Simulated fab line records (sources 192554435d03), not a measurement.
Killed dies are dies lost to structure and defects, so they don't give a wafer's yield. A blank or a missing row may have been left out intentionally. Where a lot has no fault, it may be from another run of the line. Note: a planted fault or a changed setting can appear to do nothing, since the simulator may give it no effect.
Which tool did it?	flow n5_finfet	14 lots with 34 wafers sampled at 3 steps, on a route of 1938 steps

== WHAT EACH GAUGE READ, for each wafer ==
N5_SD_EPI_N_INSPECT_26: inspects for defects (darkfield). Usual: raw_defect_count reads 195 (standard deviation 41).
lot	measured	on	raw_defect_count	flag
L205	day 3 23:46	defect_inspect-02	181 166	
L206	day 4 08:58	defect_inspect-01	251 293	
L207	day 4 12:18	defect_inspect-02	113 204	
L208	day 4 16:07	defect_inspect-02	151 204	
L210	day 5 05:24	defect_inspect-02	192 196	
L212	day 5 16:50	defect_inspect-02	171 187 239	
L214	day 6 04:37	defect_inspect-01	151 145 231	
L215	day 6 11:55	defect_inspect-02	155 178	
L216	day 6 16:25	defect_inspect-02	191 220	
L218	day 7 07:09	defect_inspect-01	239 199 282	
L220	day 7 16:05	defect_inspect-01	215 250	
L221	day 7 22:06	defect_inspect-02	159 177 189	
L224	day 8 17:23	defect_inspect-02	179 189 174	
L225	day 9 03:25	defect_inspect-02	125 166 151	

== WHAT TOOL EACH LOT RAN ON (gives the tool, then ch and the chambers of the sampled wafers, and finally the start) ==
lot	N5_DUMMY_GATE_ETCH_37	N5_DUMMY_GATE_ETCH_23
L205	rie_diel-06 ch 0,3, day 3 16:20	rie_si-02 ch 1,2, day 3 16:53
L206	rie_diel-03 ch 0,2, day 4 01:09	rie_si-03 ch 1,3, day 4 01:43
L207	rie_diel-02 ch 0,3, day 4 05:52	rie_si-02 ch 0,3, day 4 06:25
L208	rie_diel-03 ch 0,3, day 4 09:58	rie_si-03 ch 2, day 4 10:38
L210	rie_diel-06 ch 1,3, day 4 23:11	rie_si-02 ch 0,1, day 4 23:47
L212	rie_diel-02 ch 0,1, day 5 10:11	rie_si-02 ch 1,2,3, day 5 10:56
L214	rie_diel-06 ch 1,3, day 5 22:27	rie_si-02 ch 0,1,3, day 5 23:01
L215	rie_diel-03 ch 1,3, day 6 04:40	rie_si-02 ch 2,3, day 6 05:22
L216	rie_diel-06 ch 0, day 6 09:00	rie_si-06 ch 0,1, day 6 09:37
L218	rie_diel-03 ch 0,1,2, day 7 00:02	rie_si-03 ch 1,2, day 7 00:46
L220	rie_diel-06 ch 1,2, day 7 09:58	rie_si-02 ch 0,2, day 7 10:32
L221	rie_diel-02 ch 1,2,3, day 7 14:53	rie_si-06 ch 1,2,3, day 7 15:26
L224	rie_diel-03 ch 1,2,3, day 8 10:24	rie_si-03 ch 0,1,2, day 8 10:56
L225	rie_diel-03 ch 2,3, day 8 21:02	rie_si-02 ch 0,2,3, day 8 21:56
- N5_DUMMY_GATE_ETCH_37: etches SOC in N2/H2, target depth 60 nm, overetch 30 nm.
- N5_DUMMY_GATE_ETCH_23: etches poly-Si in HBr/Cl2/O2, target depth 41 nm, time 22.3 s.

== WHAT THE TOOLS THEMSELVES READ (means of the sampled wafers that have a number; where no wafer has one, the mark that the record gives instead) ==
N5_DUMMY_GATE_ETCH_37. Usual: bias_w 149.9 W, standard deviation 0.43; drypump_motor_current_A 5.6 A, standard deviation 0.56; oes_product_au 0.62 a.u., standard deviation 0.067; rf_vpp_V 523.4 V, standard deviation 3; showerhead_plenum_p_Torr 2.52 Torr, standard deviation 0.11; throttle_valve_pct 17.83 %, standard deviation 0.26.
lot	tool	bias_w (W)	drypump_motor_current_A (A)	oes_product_au (a.u.)	rf_vpp_V (V)	showerhead_plenum_p_Torr (Torr)	throttle_valve_pct (%)	flag
L205	rie_diel-06	149.8	5.5	0.65	522.7	2.50	17.98	
L206	rie_diel-03	149.4	5.6	0.65	525.2	2.57	17.69	
L207	rie_diel-02	149.9	5.9	0.58	521.7	2.50	18.06	
L208	rie_diel-03	149.8	6.2	0.56	523.7	2.53	17.70	
L210	rie_diel-06	149.8	5.1	0.67	527.8	2.62	17.54	
L212	rie_diel-02	149.9	5.6	0.59	519.9	2.41	18.20	
L214	rie_diel-06	150.1	5.2	0.66	526.1	2.62	17.51	
L215	rie_diel-03	150.2	5.8	0.65	525.1	2.57	17.66	
L216	rie_diel-06	149.9	6.2	0.57	520.0	2.43	18.34	
L218	rie_diel-03	150.2	5.4	0.66	525.0	2.61	17.68	
L220	rie_diel-06	149.6	5.1	0.60	525.1	2.58	17.80	
L221	rie_diel-02	150.4	5.7	0.59	524.2	2.52	17.95	
L224	rie_diel-03	149.5	5.6	0.65	523.4	2.53	17.71	
L225	rie_diel-03	150.1	5.7	0.63	521.0	2.45	17.79	

N5_DUMMY_GATE_ETCH_23. Usual: bias_w 102.01 W, standard deviation 0.29; drypump_motor_current_A 5.7 A, standard deviation 0.42; mfc_cl2_sccm 80.01 sccm, standard deviation 0.24; oes_product_au 0.995 a.u., standard deviation 0.024; throttle_valve_pct 37.3 %, standard deviation 0.45.
lot	tool	bias_w (W)	drypump_motor_current_A (A)	mfc_cl2_sccm (sccm)	oes_product_au (a.u.)	throttle_valve_pct (%)	flag
L205	rie_si-02	102.01	5.8	80.00	0.984	37.6	
L206	rie_si-03	101.92	5.6	79.84	0.980	37.2	
L207	rie_si-02	102.07	6.0	79.88	0.981	37.1	
L208	rie_si-03	102.09	5.2	79.79	0.992	36.8	
L210	rie_si-02	102.30	5.7	80.01	0.999	37.5	
L212	rie_si-02	102.12	5.8	80.17	0.971	37.3	
L214	rie_si-02	102.30	5.7	80.02	0.979	37.2	
L215	rie_si-02	101.92	6.2	80.03	0.968	37.2	
L216	rie_si-06	102.26	6.2	80.14	0.988	37.6	
L218	rie_si-03	101.62	5.4	79.77	0.985	36.8	
L220	rie_si-02	101.95	6.2	79.66	0.982	37.8	
L221	rie_si-06	101.93	5.5	79.95	1.025	37.7	
L224	rie_si-03	102.17	5.6	79.97	1.005	37.0	
L225	rie_si-02	101.98	6.1	80.09	0.971	37.2	

== THE ANSWER, worked out from the rows above alone ==
Rule: lot off if the mean of its wafers having a number is beyond 3 standard deviations from the usual mean. Also off: a lot with no number at a reading for which 4 or more lots have one. The other lots that the step has rows for count as sound. The gauges are gone through in route order, then the tools' own readings, and for those a lot's mean is taken as printed above. The first step at which some lot is off is used, and at that step the reading that is off furthest; a lot without a number counts as furthest.
Across all readings shown, no lot is off: no conclusion can be drawn from this.

== WHAT WAS PUT IN BY THE SIMULATOR ==
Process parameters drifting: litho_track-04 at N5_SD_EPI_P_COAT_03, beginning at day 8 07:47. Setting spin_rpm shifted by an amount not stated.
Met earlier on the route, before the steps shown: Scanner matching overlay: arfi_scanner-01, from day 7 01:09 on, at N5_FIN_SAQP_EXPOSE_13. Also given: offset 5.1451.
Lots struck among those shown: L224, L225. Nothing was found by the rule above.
